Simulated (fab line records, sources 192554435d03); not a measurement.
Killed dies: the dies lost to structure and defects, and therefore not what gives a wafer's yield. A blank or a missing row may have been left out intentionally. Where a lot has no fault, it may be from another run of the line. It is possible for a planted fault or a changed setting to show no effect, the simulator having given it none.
fab line records + flow n5Finfet
record:
- lots: 10
- wafers: 29
- lastDay: 18
route steps=1938 shown BEOL_M7@1309 BEOL_M8@1334 PASSIVATION@1936
lots that met no fault: from a run of the same line without faults
startH: start of the lot's first displayed wafer, in hours after the record's first day + waitH: hours elapsed since this lot's preceding step + " same as the row above + L1.1+2: a single row standing in for several wafers + - no value, or no start was given + * or withheld: withheld + < > ~ a bound
route shown NAME@n: names a module that has steps shown in the file, with the first one's number in the route + usual: average and standard deviation across the fault-free wafers + same: alike in all rows + chamber/n: place in a boat + sites: per-site readings + _std_site: standard deviation of those values + _edge_site: mean of outer sites minus mean of inner sites + radiusMm: how far each site lies from the wafer's centre + mask NAME#n: copy n + behind: tool/chamber where the wafer was last shaped + hold: what put the lot on hold/how long, in hours/how the hold closed + device: transistor that didn't switch, given as n, p or np + end of line: at the end of the route, the tests of the same wafers + for a step that has no rows: nothing shown but its recipe + killed: dies that structure and defects cost at the first sort, which is not the same as the wafer's yield + map: shows each die of a wafer: x if killed, . if not, _ if none is there
set.NAME: setting as actually run; set.NAME@STEP: the setting as run at that earlier step + model.NAME: the simulator's own value behind a step, which no gauge read
a sample of lots followed through the steps of the route, with each step as a table and each wafer as a row
services: from which hour (startH, from the record's first day; less than 0 if before it) a tool's chamber was out of use, for how many hours, and why
== steps ==
step: N5_BEOL_M7_ETCH_41
recipe:
- chemistry: CH3F/O2
- target: SiCN
- targetDepthA: 319
- taperDeg: 2
- timeS: 57.8
- ionEnergyEv: 120
- maskMaterial: TiN
- pressureMtorr: 30
- sourceW: 395
- biasW: 75
- Ar_flow_sccm: 150
- CH3F_flow_sccm: 30
- O2_flow_sccm: 20
usual:
- drypumpMotorCurrentA: 5.7/0.34
- oesProductAu: 0.78/0.072
- rfVppV: 297.1/1.9
- showerheadPlenumPTorr: 1.99/0.081
- throttleValvePct: 16.36/0.23
same:
- timeS: 57.8
| lot.wafer | tool       | chamber | startH | waitH | drypumpMotorCurrentA | oesProductAu | rfHoursCounterH | rfVppV | showerheadPlenumPTorr | throttleValvePct |
|-----------|------------|---------|--------|-------|----------------------|--------------|-----------------|--------|-----------------------|------------------|
| L696.1    | rieDiel-02 | 0       | -      | -     | 5.4                  | 0.69         | 247             | 299.1  | 2.05                  | 16.40            |
| L696.2    | "          | 1       | "      | "     | 6.3                  | 0.78         | 109             | 300.0  | 2.10                  | 16.62            |
| L696.3    | "          | 2       | "      | "     | 5.5                  | 0.78         | 119             | 296.4  | 1.93                  | 16.24            |
| L697.1    | rieDiel-02 | 1       | -      | -     | 6.3                  | 0.78         | 112             | 301.1  | 2.10                  | 16.64            |
| L697.5    | "          | 3       | "      | "     | 5.5                  | 0.74         | -               | 297.7  | 1.99                  | 16.44            |
| L697.6    | "          | 1       | "      | "     | 6.3                  | 0.77         | -               | 300.5  | 2.10                  | 16.63            |
| L699.1    | rieDiel-06 | 2       | -      | -     | 5.9                  | 0.72         | 178             | 295.2  | 1.91                  | 16.68            |
| L699.5    | "          | 2       | "      | "     | 5.9                  | 0.71         | -               | 294.6  | 1.91                  | 16.67            |
| L699.6    | "          | 3       | "      | "     | 5.3                  | 0.95         | -               | 299.2  | 2.13                  | 15.89            |
| L698.1    | rieDiel-05 | 3       | -      | -     | 5.6                  | 0.89         | 29              | 295.8  | 1.96                  | 16.13            |
| L698.3    | "          | 2       | "      | "     | 6.0                  | 0.70         | 219             | 298.4  | 2.06                  | 16.19            |
| L698.4    | "          | 0       | "      | "     | 6.2                  | 0.72         | 178             | 297.6  | 2.00                  | 16.39            |
| L700.3    | rieDiel-02 | 3       | -      | -     | 5.5                  | 0.73         | -               | 297.3  | 1.98                  | 16.45            |
| L700.4    | "          | 2       | "      | "     | 5.5                  | 0.76         | -               | 296.0  | 1.93                  | 16.25            |
| L700.6    | "          | 2       | "      | "     | 5.5                  | 0.77         | -               | 296.4  | 1.93                  | 16.26            |
| L705.2    | rieDiel-06 | 3       | -      | -     | 5.3                  | 0.93         | 25              | 300.4  | 2.13                  | 15.90            |
| L705.5    | "          | 1       | "      | "     | 5.9                  | 0.75         | -               | 294.0  | 1.84                  | 16.75            |
| L705.6    | "          | 0       | "      | "     | 5.8                  | 0.79         | -               | 298.3  | 2.09                  | 16.39            |
| L707.1    | rieDiel-06 | 2       | -      | -     | 5.8                  | 0.70         | 195             | 293.0  | 1.91                  | 16.70            |
| L707.4    | "          | 3       | "      | "     | 5.3                  | 0.91         | 32              | 300.3  | 2.13                  | 15.93            |
| L707.6    | "          | 3       | "      | "     | 5.3                  | 0.91         | -               | 299.4  | 2.13                  | 15.94            |
| L708.1    | rieDiel-05 | 1       | -      | -     | 5.2                  | 0.84         | 55              | 295.4  | 1.95                  | 16.28            |
| L708.4    | "          | 0       | "      | "     | 6.2                  | 0.71         | 194             | 297.5  | 1.99                  | 16.40            |
| L708.5    | "          | 2       | "      | "     | 6.0                  | 0.69         | -               | 300.0  | 2.05                  | 16.21            |
| L714.2    | rieDiel-06 | 0       | -      | -     | 5.7                  | 0.78         | 146             | 298.6  | 2.08                  | 16.42            |
| L714.3    | "          | 1       | "      | "     | 5.9                  | 0.73         | 175             | 294.2  | 1.84                  | 16.77            |
| L719.1    | rieDiel-05 | 0       | -      | -     | 6.2                  | 0.69         | 209             | 296.8  | 1.99                  | 16.46            |
| L719.4    | "          | 0       | "      | "     | 6.2                  | 0.69         | -               | 295.8  | 1.99                  | 16.46            |
| L719.6    | "          | 3       | "      | "     | 5.6                  | 0.84         | -               | 296.4  | 1.95                  | 16.20            |
step: N5_BEOL_M7_ALD_77
recipe:
- material: TaN
- targetThkA: 20
- tempC: 275
- aldPrecursorFamily: PDMAT
- aldCoReactant: NH3
- pressureTorr: 3
- carrierFlowSccm: 1500
- pulseTimeS: 2
- purgeTimeS: 3
- coReactantPurgeTimeS: 2
- coReactantPulseTimeS: 3
- aldCycles: 40
- precursorVesselTempC: 75
- precursorVesselPressureTorr: 26.25
- precursorVesselCarrierSccm: 1000
usual:
- chamberPressureTorr: 3.000/0.0062
- heaterPowerW: 435/53
- precursorVesselCarrierSccm: 1000/3.1
- susceptorTempC: 275.01/0.17
| lot.wafer | tool        | chamber | startH | waitH | chamberPressureTorr | heaterPowerW | precursorVesselCarrierSccm | susceptorTempC |
|-----------|-------------|---------|--------|-------|---------------------|--------------|----------------------------|----------------|
| L696.1    | aldMetal-01 | 1       | 211.13 | 0.2   | 3.000               | 509          | 997                        | 275.04         |
| L696.2    | "           | 3       | "      | "     | 2.994               | 490          | 1001                       | 274.97         |
| L696.3    | "           | 0       | "      | "     | 2.996               | 409          | 1003                       | 274.74         |
| L697.1    | aldMetal-02 | 3       | 221.34 | 0.0   | 3.007               | 367          | 1004                       | 275.05         |
| L697.5    | "           | 3       | "      | "     | 2.997               | 374          | 1000                       | 275.03         |
| L697.6    | "           | 2       | "      | "     | 2.990               | 385          | 999                        | 275.07         |
| L699.1    | aldMetal-01 | 1       | 228.64 | 0.0   | 3.007               | 515          | 1003                       | 275.04         |
| L699.5    | "           | 0       | "      | "     | 2.997               | 415          | 1000                       | 274.69         |
| L699.6    | "           | 3       | "      | "     | 3.009               | 483          | 1000                       | 274.86         |
| L698.1    | aldMetal-01 | 3       | 231.99 | 0.1   | 3.004               | 483          | 998                        | 274.92         |
| L698.3    | "           | 0       | "      | "     | 3.010               | 411          | 997                        | 275.00         |
| L698.4    | "           | 2       | "      | "     | 3.003               | 470          | 1004                       | 275.41         |
| L700.3    | aldMetal-03 | 3       | 236.34 | 0.1   | 3.012               | 442          | 998                        | 274.87         |
| L700.4    | "           | 1       | "      | "     | 3.001               | 467          | 1003                       | 274.94         |
| L700.6    | "           | 1       | "      | "     | 2.993               | 471          | 1006                       | 275.03         |
| L705.2    | aldMetal-01 | 3       | 263.37 | 0.0   | 2.996               | 498          | 1005                       | 275.03         |
| L705.5    | "           | 2       | "      | "     | 3.001               | 472          | 999                        | 275.15         |
| L705.6    | "           | 3       | "      | "     | 2.998               | 482          | 1003                       | 275.00         |
| L707.1    | aldMetal-02 | 2       | 288.24 | 0.0   | 2.982               | 393          | 1002                       | 275.08         |
| L707.4    | "           | 3       | "      | "     | 3.002               | 371          | 998                        | 275.20         |
| L707.6    | "           | 1       | "      | "     | 2.998               | 418          | 998                        | 275.19         |
| L708.1    | aldMetal-01 | 3       | 288.82 | 0.1   | 3.002               | 480          | 992                        | 274.83         |
| L708.4    | "           | 1       | "      | "     | 2.995               | 535          | 1003                       | 275.20         |
| L708.5    | "           | 2       | "      | "     | 2.997               | 480          | 998                        | 275.09         |
| L714.2    | aldMetal-03 | 1       | 316.50 | 0.0   | 2.986               | 476          | 996                        | 275.22         |
| L714.3    | "           | 0       | "      | "     | 2.998               | 339          | 994                        | 275.15         |
| L719.1    | aldMetal-03 | 2       | 348.03 | 0.1   | 2.995               | 397          | 1001                       | 275.31         |
| L719.4    | "           | 0       | "      | "     | 3.006               | 332          | 1003                       | 275.03         |
| L719.6    | "           | 0       | "      | "     | 3.001               | 335          | 1000                       | 274.88         |
step: N5_BEOL_M7_CMP_52
recipe:
- stopOn: SiCOH_lowk
- tOverpolishS: 6.9
- downForcePsi: 1
- platenRpm: 50
- clearingPlatenDownForcePsi: 1.5
- clearingPlatenRpm: 50
- postCmpClean: cuAlkaline
- targetThkNm: 80
- clearingPlatenPadVelocityMS: 0.99484
- padVelocityMS: 0.99484
usual:
- barrierFieldEndpointS: 28.9/0.62
- clearingPlatenDownForcePsi: 1.5003/0.0027
- motorCurrentA: 6.3/0.76
- overpolishRunS: 6.900/0.0093
- platenRpm: 50.00/0.033
- timeToEndpointS: 62.9/2.1
| lot.wafer | tool   | chamber | startH | waitH | barrierFieldEndpointS | clearingPlatenDownForcePsi | motorCurrentA | overpolishRunS | platenRpm | timeToEndpointS |
|-----------|--------|---------|--------|-------|-----------------------|----------------------------|---------------|----------------|-----------|-----------------|
| L696.1    | cmp-01 | 3       | 212.22 | 0.3   | 28.9                  | 1.4980                     | 6.6           | 6.894          | 49.99     | 65.4            |
| L696.3    | "      | 0       | "      | "     | 28.8                  | 1.5052                     | 5.7           | 6.886          | 49.96     | 65.7            |
| L696.2    | "      | 1       | "      | "     | 28.8                  | 1.5027                     | 6.1           | 6.914          | 49.98     | 63.8            |
| L697.1    | cmp-03 | 3       | 224.47 | 0.3   | 28.9                  | 1.4993                     | 7.6           | 6.893          | 49.97     | 61.0            |
| L697.6    | "      | 3       | "      | "     | 28.3                  | 1.5004                     | 8.1           | 6.878          | 49.98     | 58.9            |
| L697.5    | "      | 0       | "      | "     | 29.1                  | 1.4992                     | 5.5           | 6.907          | 50.02     | 62.5            |
| L699.1    | cmp-03 | 2       | 230.24 | 0.3   | 29.4                  | 1.4955                     | 6.1           | 6.896          | 50.00     | 66.7            |
| L699.5    | "      | 0       | "      | "     | 29.3                  | 1.5049                     | 5.8           | 6.900          | 49.96     | 63.1            |
| L699.6    | "      | 1       | "      | "     | 28.8                  | 1.5042                     | 5.9           | 6.894          | 50.00     | 64.7            |
| L698.4    | cmp-03 | 0       | 236.09 | 0.2   | 28.9                  | 1.5051                     | 5.6           | 6.895          | 50.00     | 61.6            |
| L698.3    | "      | 1       | "      | "     | 27.6                  | 1.4968                     | 6.1           | 6.910          | 49.97     | 60.2            |
| L698.1    | "      | 3       | "      | "     | 27.4                  | 1.4995                     | 7.8           | 6.886          | 50.04     | 61.3            |
| L700.3    | cmp-03 | 1       | 239.01 | 0.2   | 28.8                  | 1.4988                     | 5.6           | 6.898          | 49.95     | 63.1            |
| L700.4    | "      | 3       | "      | "     | 28.2                  | 1.5010                     | 8.1           | 6.908          | 49.97     | 61.2            |
| L700.6    | "      | 1       | "      | "     | 28.2                  | 1.4993                     | 5.7           | 6.895          | 49.96     | 63.2            |
| L705.2    | cmp-01 | 3       | 265.89 | 0.3   | 28.9                  | 1.4987                     | 6.5           | 6.913          | 49.98     | 61.2            |
| L705.6    | "      | 1       | "      | "     | 29.3                  | 1.4969                     | 6.0           | 6.903          | 49.99     | 61.7            |
| L705.5    | "      | 2       | "      | "     | 28.8                  | 1.4925                     | 5.3           | 6.909          | 49.99     | 63.6            |
| L707.4    | cmp-03 | 1       | 289.39 | 0.1   | 28.7                  | 1.4978                     | 5.7           | 6.892          | 49.97     | 64.2            |
| L707.1    | "      | 2       | "      | "     | 28.8                  | 1.5017                     | 6.7           | 6.920          | 49.97     | 65.6            |
| L707.6    | "      | 1       | "      | "     | 29.0                  | 1.5009                     | 6.2           | 6.890          | 49.98     | 64.3            |
| L708.4    | cmp-03 | 2       | 290.21 | 0.1   | 30.0                  | 1.5021                     | 6.5           | 6.882          | 50.04     | 64.1            |
| L708.1    | "      | 0       | "      | "     | 28.1                  | 1.5030                     | 5.8           | 6.902          | 49.94     | 60.4            |
| L708.5    | "      | 3       | "      | "     | 29.3                  | 1.5026                     | 7.7           | 6.899          | 49.98     | 60.6            |
| L714.2    | cmp-03 | 2       | 318.42 | 0.2   | 28.8                  | 1.4967                     | 6.3           | 6.898          | 50.01     | 61.0            |
| L714.3    | "      | 0       | "      | "     | 16.8                  | 1.4962                     | 5.8           | 6.901          | 50.05     | 35.9            |
| L719.4    | cmp-04 | 0       | 349.20 | 0.1   | 28.0                  | 1.5002                     | 5.4           | 6.896          | 50.06     | 61.3            |
| L719.1    | "      | 3       | "      | "     | 27.6                  | 1.5033                     | 5.8           | 6.903          | 50.03     | 60.8            |
| L719.6    | "      | 0       | "      | "     | 28.6                  | 1.5020                     | 5.4           | 6.880          | 50.00     | 61.0            |
step: N5_BEOL_M8_THK_MEAS_01
recipe:
- reads: SiCOH_lowk_of_BEOL_M8_ILD_DEP_00
usual:
- M8_ILD_THK: 155.5/1.8
| lot.wafer | tool         | chamber | startH | waitH | M8_ILD_THK[nm] |
|-----------|--------------|---------|--------|-------|----------------|
| L696.1    | filmMetro-02 | -       | 213.25 | 0.4   | 156.6          |
| L696.2    | "            | -       | "      | "     | 155.8          |
| L696.3    | "            | -       | "      | "     | 154.3          |
| L697.1    | filmMetro-01 | -       | 225.56 | 0.4   | 151.5          |
| L697.5    | "            | -       | "      | "     | 155.0          |
| L697.6    | "            | -       | "      | "     | 155.7          |
| L699.1    | filmMetro-02 | -       | 231.29 | 0.4   | 155.0          |
| L699.5    | "            | -       | "      | "     | 157.6          |
| L699.6    | "            | -       | "      | "     | 158.2          |
| L698.1    | filmMetro-02 | -       | 237.17 | 0.4   | 153.5          |
| L698.3    | "            | -       | "      | "     | 155.8          |
| L698.4    | "            | -       | "      | "     | 156.3          |
| L700.3    | filmMetro-01 | -       | 240.08 | 0.3   | 154.4          |
| L700.4    | "            | -       | "      | "     | 156.2          |
| L700.6    | "            | -       | "      | "     | 155.8          |
| L705.2    | filmMetro-01 | -       | 266.88 | 0.4   | 154.7          |
| L705.5    | "            | -       | "      | "     | 157.5          |
| L705.6    | "            | -       | "      | "     | 157.0          |
| L707.1    | filmMetro-01 | -       | 292.31 | 0.4   | 154.3          |
| L707.4    | "            | -       | "      | "     | 156.6          |
| L707.6    | "            | -       | "      | "     | 156.4          |
| L708.1    | filmMetro-01 | -       | 292.77 | 0.4   | 155.1          |
| L708.4    | "            | -       | "      | "     | 156.9          |
| L708.5    | "            | -       | "      | "     | 157.3          |
| L714.2    | filmMetro-01 | -       | 319.49 | 0.4   | 152.3          |
| L714.3    | "            | -       | "      | "     | 151.3          |
| L719.1    | filmMetro-02 | -       | 350.27 | 0.4   | 154.9          |
| L719.4    | "            | -       | "      | "     | 157.9          |
| L719.6    | "            | -       | "      | "     | 157.0          |
step: N5_PASSIVATION_PROBE_49
usual:
- defectLimitedYield: 91.2/1.5
- killed_at_M0_to_M3: 32/9.6
- killed_at_M4_up: 13/5.3
- killedAtContacts: 13/6.7
- killedAtFrontEnd: 42/11
- killedAtOther: 3.8/2.9
- killedDies: 103/17
- killedOpen: 67/13
- killedShort: 35/7.9
- sort_bin_5_function: 5.2/0.94
- sort_bin_6_memory: 3.3/0.64
- sortNPass: 1077/17
- sortYieldPct: 91.2/1.5
same:
- grossDies: 1180
- killedAtBackSide: 0
- sort_bin_4_leakage[%]: 0
- sort_bin_8_speed[%]: 0
| lot.wafer | tool      | chamber | startH | waitH | defectLimitedYield[%] | killed_at_M0_to_M3 | killed_at_M4_up | killedAtContacts | killedAtFrontEnd | killedAtOther | killedDies | killedOpen | killedShort | sort_bin_5_function[%] | sort_bin_6_memory[%] | sortNPass | sortYieldPct[%] |
|-----------|-----------|---------|--------|-------|-----------------------|--------------------|-----------------|------------------|------------------|---------------|------------|------------|-------------|------------------------|----------------------|-----------|-----------------|
| L696.1    | prober-01 | -       | 291.83 | 0.0   | 91.1                  | 31                 | 9               | 7                | 57               | 1             | 105        | 59         | 46          | 5.6                    | 3.0                  | 1075      | 91.1            |
| L696.2    | prober-01 | -       | 291.88 | 0.1   | 90.8                  | 40                 | 13              | 11               | 38               | 6             | 108        | 68         | 37          | 5.3                    | 3.6                  | 1072      | 90.8            |
| L696.3    | prober-01 | -       | 291.93 | 0.1   | 92.5                  | 32                 | 8               | 9                | 39               | 0             | 88         | 60         | 28          | 4.7                    | 2.4                  | 1092      | 92.5            |
| L714.2    | prober-02 | -       | 414.71 | 0.1   | 89.2                  | 47                 | 13              | 20               | 42               | 6             | 128        | 77         | 51          | 6.4                    | 4.0                  | 1052      | 89.2            |
| L714.3    | prober-02 | -       | 414.76 | 0.1   | 88.4                  | 36                 | 13              | 19               | 59               | 10            | 137        | 94         | 42          | 7.6                    | 3.5                  | 1043      | 88.4            |
killed by level:class
L696.1 FIN_SAQP:geometricParticle:short=17 FIN_SAQP:geometricParticle:open=15 BEOL_M2:geometricParticle:open=11 DUMMY_GATE:geometricParticle:open=6 MOL_CONTACT_COAG:geometricParticle:open=6 GATE_CUT:geometricParticle:short=5 BEOL_M0_SAQP:geometricParticle:short=5 BEOL_M2:geometricParticle:short=5
L696.2 BEOL_M0_SAQP:geometricParticle:open=10 BEOL_M3:geometricParticle:open=10 FIN_SAQP:geometricParticle:open=9 MOL_CONTACT_COAG:geometricParticle:open=9 DUMMY_GATE:geometricParticle:open=6 BEOL_M0_SAQP:geometricParticle:short=6 BEOL_M2:geometricParticle:open=6 FIN_SAQP:geometricParticle:short=5
L696.3 FIN_SAQP:geometricParticle:open=12 BEOL_M0_SAQP:geometricParticle:open=10 FIN_SAQP:geometricParticle:short=8 DUMMY_GATE:geometricParticle:open=7 MOL_CONTACT_COAG:geometricParticle:open=6 BEOL_M3:geometricParticle:open=6 BEOL_M0_SAQP:geometricParticle:short=5 BEOL_M1:geometricParticle:open=4
L714.2 BEOL_M0_SAQP:geometricParticle:short=21 MOL_CONTACT_COAG:geometricParticle:open=14 BEOL_M0_SAQP:geometricParticle:open=13 FIN_SAQP:geometricParticle:open=9 STI_FIN_REVEAL:geometricParticle:open=6 GATE_CUT:geometricParticle:short=6 MOL_CONTACT_COAG:geometricParticle:short=6 BEOL_M4:geometricParticle:open=6
L714.3 STI_FIN_REVEAL:geometricParticle:open=23 MOL_CONTACT_COAG:geometricParticle:open=17 FIN_SAQP:geometricParticle:short=14 BEOL_M1:geometricParticle:open=12 BEOL_M0_SAQP:geometricParticle:open=7 BEOL_M0_SAQP:geometricParticle:short=5 BEOL_M2:geometricParticle:open=5 BEOL_M1:geometricParticle:short=4
== services ==
| tool        | chamber | startH | hours | kind      |
|-------------|---------|--------|-------|-----------|
| rieDiel-02  | 2       | 186.31 | 1.2   | repair    |
| cmp-04      | -       | 191.68 | 0.3   | repair    |
| aldMetal-03 | -       | 210.19 | 8.7   | pm        |
| rieDiel-02  | -       | 211.42 | 0.1   | repair    |
| rieDiel-02  | 1       | 234.79 | 10.1  | repair    |
| cmp-03      | -       | 243.11 | 0.5   | repair    |
| cmp-01      | -       | 247.09 | 1.8   | repair    |
| cmp-04      | -       | 252.97 | 1.8   | repair    |
| aldMetal-02 | 0       | 267.52 | 25.1  | repair    |
| cmp-01      | -       | 268.50 | 4.0   | pm        |
| cmp-01      | -       | 279.79 | 0.9   | repair    |
| rieDiel-05  | 0       | 290.58 | 14.1  | repair    |
| aldMetal-03 | 2       | 290.71 | 5.9   | repair    |
| aldMetal-03 | -       | 298.34 | 1.1   | repair    |
| cmp-04      | -       | 301.93 | 4.0   | pm        |
| aldMetal-01 | 2       | 304.44 | 2.0   | repair    |
| aldMetal-02 | -       | 305.80 | 8.7   | pm        |
| cmp-01      | -       | 306.65 | 1.1   | repair    |
| rieDiel-06  | 2       | 323.89 | 4.5   | repair    |
| cmp-04      | -       | 323.99 | 2.3   | repair    |
| aldMetal-01 | -       | 337.25 | 14.0  | pm        |
| aldMetal-01 | 0       | 337.25 | 14.0  | ventCycle |
| aldMetal-01 | 1       | 337.25 | 14.0  | ventCycle |
| aldMetal-01 | 2       | 337.25 | 14.0  | ventCycle |
== key ==
firstSign:
- step: N5_BEOL_M7_CMP_52
- reading: barrierFieldEndpointS
- direction: down
- sigmas: 19
- usual: 28.9
- struck: 16.8
effect:
- step: N5_BEOL_M7_CMP_52
- reading: timeToEndpointS
- direction: down
- sigmas: 13
- usual: *
- struck: *
metAt N5_BEOL_M7_CMP_52
struckLots L714
struckWafers L714.3
notActingAt N5_BEOL_M7_ETCH_41,N5_BEOL_M7_ALD_77,N5_BEOL_M8_THK_MEAS_01
onsetBetween 290.21 318.42
fault:
- kind: processParameterDrift
- tool: cmp-03
- chamber: -
- onsetH: 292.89
- steps: N5_BEOL_M7_CMP_52
- channel: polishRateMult
- offset: 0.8
- shape: step
- endH: 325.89
- scope: struckWafersOnly
